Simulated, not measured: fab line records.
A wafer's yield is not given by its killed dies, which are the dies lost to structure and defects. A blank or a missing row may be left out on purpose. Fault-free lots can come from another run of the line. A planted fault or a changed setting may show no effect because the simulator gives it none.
Lot-split experiment :: flow n5_finfet :: 39 wafers read across 7 lots, on a route 1938 steps long

## ON THE SPLIT
At N5_DUMMY_GATE_ETCH_37 (etches SOC in N2/H2, target depth 60 nm, overetch 30 nm), the setting source_w was moved away from the recipe's 840 W on 15 of the 39 wafers read, by -8.5% to +19.0%. This setting was run at the recipe's value on the other wafers.

Reading taken at the split's own step.

## THE READING
rf_vpp_V, in V, at N5_DUMMY_GATE_ETCH_37 (etches SOC in N2/H2, target depth 60 nm, overetch 30 nm). Typical for fault-free wafers on this fab line: 525 V, with standard deviation 3.2 V.

wafer: L081.1
tool, chamber at the split: rie_diel-05, 2
source_w as run, W: 942.9
against the recipe: +12.3%
rf_vpp_V, V: 506
against lot-mates on the recipe: -20

wafer: L081.2
tool, chamber at the split: rie_diel-05, 0
source_w as run, W: 942.9
against the recipe: +12.3%
rf_vpp_V, V: 501
against lot-mates on the recipe: -25

wafer: L081.3
tool, chamber at the split: rie_diel-05, 1
source_w as run, W: 840
against the recipe: recipe
rf_vpp_V, V: 525
against lot-mates on the recipe: -

wafer: L081.4
tool, chamber at the split: rie_diel-05, 3
source_w as run, W: 840
against the recipe: recipe
rf_vpp_V, V: 526
against lot-mates on the recipe: -

wafer: L081.5
tool, chamber at the split: rie_diel-05, 3
source_w as run, W: 942.9
against the recipe: +12.3%
rf_vpp_V, V: 508
against lot-mates on the recipe: -18

wafer: L081.6
tool, chamber at the split: rie_diel-05, 2
source_w as run, W: 840
against the recipe: recipe
rf_vpp_V, V: 528
against lot-mates on the recipe: -

wafer: L083.1
tool, chamber at the split: rie_diel-06, 1
source_w as run, W: 1000
against the recipe: +19.0%
rf_vpp_V, V: 499
against lot-mates on the recipe: -23

wafer: L083.2
tool, chamber at the split: rie_diel-06, 3
source_w as run, W: 1000
against the recipe: +19.0%
rf_vpp_V, V: 498
against lot-mates on the recipe: -24

wafer: L083.3
tool, chamber at the split: rie_diel-06, 0
source_w as run, W: 840
against the recipe: recipe
rf_vpp_V, V: 522
against lot-mates on the recipe: -

wafer: L083.4
tool, chamber at the split: rie_diel-06, 2
source_w as run, W: 840
against the recipe: recipe
rf_vpp_V, V: 522
against lot-mates on the recipe: -

wafer: L083.5
tool, chamber at the split: rie_diel-06, 2
source_w as run, W: 840
against the recipe: recipe
rf_vpp_V, V: 523
against lot-mates on the recipe: -

wafer: L083.6
tool, chamber at the split: rie_diel-06, 1
source_w as run, W: 1000
against the recipe: +19.0%
rf_vpp_V, V: 499
against lot-mates on the recipe: -23

wafer: L084.1
tool, chamber at the split: rie_diel-02, 1
source_w as run, W: 840
against the recipe: recipe
rf_vpp_V, V: 520
against lot-mates on the recipe: -

wafer: L084.2
tool, chamber at the split: rie_diel-02, 3
source_w as run, W: 840
against the recipe: recipe
rf_vpp_V, V: 527
against lot-mates on the recipe: -

wafer: L084.3
tool, chamber at the split: rie_diel-02, 0
source_w as run, W: 840
against the recipe: recipe
rf_vpp_V, V: 527
against lot-mates on the recipe: -

wafer: L084.4
tool, chamber at the split: rie_diel-02, 0
source_w as run, W: 840
against the recipe: recipe
rf_vpp_V, V: 527
against lot-mates on the recipe: -

wafer: L084.5
tool, chamber at the split: rie_diel-02, 3
source_w as run, W: 840
against the recipe: recipe
rf_vpp_V, V: 527
against lot-mates on the recipe: -

wafer: L084.6
tool, chamber at the split: rie_diel-02, 1
source_w as run, W: 840
against the recipe: recipe
rf_vpp_V, V: 519
against lot-mates on the recipe: -

wafer: L085.1
tool, chamber at the split: rie_diel-02, 2
source_w as run, W: 840
against the recipe: recipe
rf_vpp_V, V: 520
against lot-mates on the recipe: -

wafer: L085.2
tool, chamber at the split: rie_diel-02, 3
source_w as run, W: 907.9
against the recipe: +8.1%
rf_vpp_V, V: 513
against lot-mates on the recipe: -12

wafer: L085.3
tool, chamber at the split: rie_diel-02, 0
source_w as run, W: 840
against the recipe: recipe
rf_vpp_V, V: 527
against lot-mates on the recipe: -

wafer: L085.4
tool, chamber at the split: rie_diel-02, 0
source_w as run, W: 907.9
against the recipe: +8.1%
rf_vpp_V, V: 515
against lot-mates on the recipe: -10

wafer: L085.5
tool, chamber at the split: rie_diel-02, 2
source_w as run, W: 907.9
against the recipe: +8.1%
rf_vpp_V, V: 506
against lot-mates on the recipe: -19

wafer: L085.6
tool, chamber at the split: rie_diel-02, 3
source_w as run, W: 840
against the recipe: recipe
rf_vpp_V, V: 527
against lot-mates on the recipe: -

wafer: L087.3
tool, chamber at the split: rie_diel-02, 0
source_w as run, W: 840
against the recipe: recipe
rf_vpp_V, V: 526
against lot-mates on the recipe: -

wafer: L087.4
tool, chamber at the split: rie_diel-02, 3
source_w as run, W: 840
against the recipe: recipe
rf_vpp_V, V: 526
against lot-mates on the recipe: -

wafer: L087.6
tool, chamber at the split: rie_diel-02, 2
source_w as run, W: 840
against the recipe: recipe
rf_vpp_V, V: 518
against lot-mates on the recipe: -

wafer: L088.1
tool, chamber at the split: rie_diel-02, 3
source_w as run, W: 840
against the recipe: recipe
rf_vpp_V, V: 527
against lot-mates on the recipe: -

wafer: L088.2
tool, chamber at the split: rie_diel-02, 2
source_w as run, W: 840
against the recipe: recipe
rf_vpp_V, V: 520
against lot-mates on the recipe: -

wafer: L088.3
tool, chamber at the split: rie_diel-02, 0
source_w as run, W: 893.5
against the recipe: +6.4%
rf_vpp_V, V: 515
against lot-mates on the recipe: -7

wafer: L088.4
tool, chamber at the split: rie_diel-02, 0
source_w as run, W: 893.5
against the recipe: +6.4%
rf_vpp_V, V: 515
against lot-mates on the recipe: -7

wafer: L088.5
tool, chamber at the split: rie_diel-02, 2
source_w as run, W: 840
against the recipe: recipe
rf_vpp_V, V: 518
against lot-mates on the recipe: -

wafer: L088.6
tool, chamber at the split: rie_diel-02, 3
source_w as run, W: 893.5
against the recipe: +6.4%
rf_vpp_V, V: 517
against lot-mates on the recipe: -5

wafer: L096.1
tool, chamber at the split: rie_diel-06, 2
source_w as run, W: 768.7
against the recipe: -8.5%
rf_vpp_V, V: 538
against lot-mates on the recipe: +13

wafer: L096.2
tool, chamber at the split: rie_diel-06, 0
source_w as run, W: 768.7
against the recipe: -8.5%
rf_vpp_V, V: 537
against lot-mates on the recipe: +12

wafer: L096.3
tool, chamber at the split: rie_diel-06, 1
source_w as run, W: 840
against the recipe: recipe
rf_vpp_V, V: 528
against lot-mates on the recipe: -

wafer: L096.4
tool, chamber at the split: rie_diel-06, 3
source_w as run, W: 768.7
against the recipe: -8.5%
rf_vpp_V, V: 542
against lot-mates on the recipe: +17

wafer: L096.5
tool, chamber at the split: rie_diel-06, 0
source_w as run, W: 840
against the recipe: recipe
rf_vpp_V, V: 521
against lot-mates on the recipe: -

wafer: L096.6
tool, chamber at the split: rie_diel-06, 3
source_w as run, W: 840
against the recipe: recipe
rf_vpp_V, V: 527
against lot-mates on the recipe: -

FIT RESULTS
A straight line over all 39 wafers: rf_vpp_V changes by -1.47 V for each +1% of source_w; r = -0.95; the points scatter about the line by 3.3 V.
The same after taking each lot's own level away (the mean of its wafers on the recipe; 39 wafers): -1.42 V for each +1%; r = -0.94; scatter 3.5 V.
That fit puts the effect of the largest move of source_w on the reading at 27 V.
From 521.7 to 526.3 V: that is the span of the lots' own levels, equal to 1.5 times the standard deviation above.
The two slopes agree, so the slope changes little with the lot-to-lot level.
Check: for one of the wafers moved furthest among these (+19.0%), held out of the fit, the line's prediction against its lot-mates is -27.6 V. It came out at -23.3 V against them.
Tool readings at the split's step, against how far the setting was moved: rf_vpp_V r = -0.95.

## THESE WAFERS: OTHER SPLITS
Before the reading, these wafers also passed through other splits. Each is held against what the fit with the lots' levels taken away leaves over:
other split on the same wafers: N5_WELL_APT_EPI_41 target_thk_a
wafers away from the commonest value: 12
r with rf_vpp_V (lot level and that fit taken away): -0.30

other split on the same wafers: N5_PMOS_HMC_CHANNEL_EPI_FIN_RECESS_16 time_s
wafers away from the commonest value: 18
r with rf_vpp_V (lot level and that fit taken away): -0.29

## FILE'S OWN FIT
rf_vpp_V changes by -1.41 V for each +1% of source_w, r = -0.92.
